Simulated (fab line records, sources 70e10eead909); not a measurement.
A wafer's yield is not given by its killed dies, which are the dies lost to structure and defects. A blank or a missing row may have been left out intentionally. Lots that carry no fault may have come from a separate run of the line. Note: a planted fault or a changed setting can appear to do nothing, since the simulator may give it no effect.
Matching of chambers | flow nand-harc | NHARC_P_M0_ETCH_34 on rie-diel-05: 4 sister chambers
The step etches the open film in N2/H2, target depth 40 nm, overetch 12 nm, time 43.94 s. 8 wafers are shown with their chamber, then 7 later ones without.

## WAFERS PAIRED WITH THEIR CHAMBERS
wafer  | chamber | rf-vpp-V (V) | oes-product-au (a.u.)
L077.6 | 1       | 426.1        | 1.006
L080.5 | 1       | 427.0        | 1.003
L085.5 | 2       | 428.4        | 1.001
L091.1 | 0       | 432.4        | 0.996
L091.2 | 3       | 428.2        | 0.999
L091.3 | 2       | 428.1        | 1.012
L092.3 | 3       | 428.1        | 1.000
L092.4 | 0       | 429.0        | 0.996

## WAFERS WITH NO CHAMBER GIVEN
wafer  | rf-vpp-V (V) | oes-product-au (a.u.)
L092.5 | 425.8        | 1.004
L094.1 | 427.3        | 0.997
L094.4 | 426.0        | 1.006
L094.6 | 432.0        | 0.998
L095.2 | 433.1        | 0.995
L095.5 | 428.0        | 0.992
L095.6 | 430.7        | 0.980

## CHAMBER TAKEN BY EACH
wafer  | from the rows above               | in truth
L092.5 | can't be placed: 1 or 2 or 3      | 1
L094.1 | can't be placed: 3 or 1 or 2 or 0 | 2
L094.4 | can't be placed: 1 or 2 or 3      | 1
L094.6 | can't be placed: 0 or 3           | 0
L095.2 | 0                                 | 0
L095.5 | can't be placed: 3 or 0 or 1 or 2 | 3
L095.6 | can't be placed: 0 or 3           | 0
1 of 7 placed correctly. Can't be placed from these rows: 6 (the true chamber is among the candidates in 6). Wrongly placed: 0.
How it was worked out, from the rows above alone: a wafer's distance from a chamber is the root of the sum, over the readings, of the square of ((its reading less the chamber's mean) divided by the reading's scatter). If the next closest chamber is less than 2 further off than the closest, the wafer can't be placed; otherwise it belongs to the closest. A chamber's mean is the mean of its shown wafers. The scatter: the root of (the sum of the squares of (reading less its chamber's mean) over the shown wafers, divided by (wafers less chambers)).
